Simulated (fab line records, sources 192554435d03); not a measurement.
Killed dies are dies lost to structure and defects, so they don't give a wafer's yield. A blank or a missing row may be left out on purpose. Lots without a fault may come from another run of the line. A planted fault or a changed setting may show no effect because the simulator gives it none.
Split-lot experiment | flow n5_finfet | 7 lots, 21 wafers read, on a route of 1938 steps

THE SPLIT
At N5_MOL_CONTACT_COAG_ETCH_105 (etches SiARC in CF4, target depth 15.6 nm, time 26 s), the setting bias_w was moved away from the recipe's 36 W on 5 of the 21 wafers read, by -10.3% to +12.2%. The other wafers ran this setting at the recipe's value.

The reading is taken at the split's own step.

THE READING
rf_vpp_V, in V, at N5_MOL_CONTACT_COAG_ETCH_105 (etches SiARC in CF4, target depth 15.6 nm, time 26 s). Fault-free wafers of this fab line usually give 184.7 V, standard deviation 1.1 V.

wafer  | tool, chamber at the split | bias_w as run, W | against the recipe | rf_vpp_V, V | against lot-mates on the recipe
L079.3 | rie_diel-04, 0             | 36               | recipe             | 183.4       | -
L079.4 | rie_diel-04, 3             | 36               | recipe             | 185.4       | -
L079.6 | rie_diel-04, 2             | 40.38            | +12.2%             | 199.7       | +15.3
L081.1 | rie_diel-05, 2             | 36               | recipe             | 182.8       | -
L081.2 | rie_diel-05, 0             | 36               | recipe             | 186.0       | -
L081.4 | rie_diel-05, 1             | 36               | recipe             | 184.5       | -
L088.1 | rie_diel-04, 1             | 36               | recipe             | 183.7       | -
L088.3 | rie_diel-04, 3             | 36               | recipe             | 183.6       | -
L088.4 | rie_diel-04, 0             | 36               | recipe             | 183.2       | -
L091.2 | rie_diel-06, 3             | 32.29            | -10.3%             | 172.6       | no lot-mate on the recipe
L091.3 | rie_diel-06, 1             | 32.29            | -10.3%             | 172.0       | no lot-mate on the recipe
L091.5 | rie_diel-06, 3             | 32.29            | -10.3%             | 172.2       | no lot-mate on the recipe
L094.3 | rie_diel-05, 3             | 36               | recipe             | 185.6       | -
L094.4 | rie_diel-05, 0             | 36               | recipe             | 186.1       | -
L094.6 | rie_diel-05, 2             | 36               | recipe             | 182.5       | -
L095.2 | rie_diel-05, 3             | 36               | recipe             | 184.7       | -
L095.3 | rie_diel-05, 2             | 39.22            | +8.9%              | 193.5       | +9.4
L095.6 | rie_diel-05, 1             | 36               | recipe             | 183.4       | -
L096.3 | rie_diel-04, 3             | 36               | recipe             | 184.1       | -
L096.4 | rie_diel-04, 2             | 36               | recipe             | 185.6       | -
L096.6 | rie_diel-04, 3             | 36               | recipe             | 184.6       | -

THE FIT
A straight line over all 21 wafers: rf_vpp_V changes by +1.17 V for each +1% of bias_w; r = +0.98; the points scatter about the line by 1.1 V.
The same after taking each lot's own level away (the mean of its wafers on the recipe; 18 wafers): +1.19 V for each +1%; r = +0.97; scatter 1.1 V.
On that fit, the largest move of bias_w shifts the reading by 14 V.
The lots' own levels span 183.50 to 184.77 V, that is 1.2 times the standard deviation above.
So the lot-to-lot level changes the slope little: the two slopes agree.
Check: with one of the wafers moved furthest among these (+12.2%) left out of the fit, the line predicts +12.9 V for it against its lot-mates. It came out at +15.3 V against them.
Tool readings at the split's step, against how far the setting was moved: rf_vpp_V r = +0.98.

OTHER SPLITS ON THESE WAFERS
These wafers also went through other splits before the reading. Each is held against what the fit with the lots' levels taken away leaves over:
other split on the same wafers       | wafers away from the commonest value | r with rf_vpp_V (lot level and that fit taken away)
N5_SD_EPI_P_EPI_21 epi_growth_time_s | 5                                    | +0.22
N5_SD_ACTIVATION_LSA_01 temp_c       | 8                                    | +0.17
N5_HKMG_FIN_ETCH_31 bias_w           | 7                                    | -0.52
N5_HKMG_FIN_ETCH_32 bias_w           | 8                                    | -0.27

THE FILE'S OWN FIT
rf_vpp_V changes by +1.18 V for each +1% of bias_w, r = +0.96.
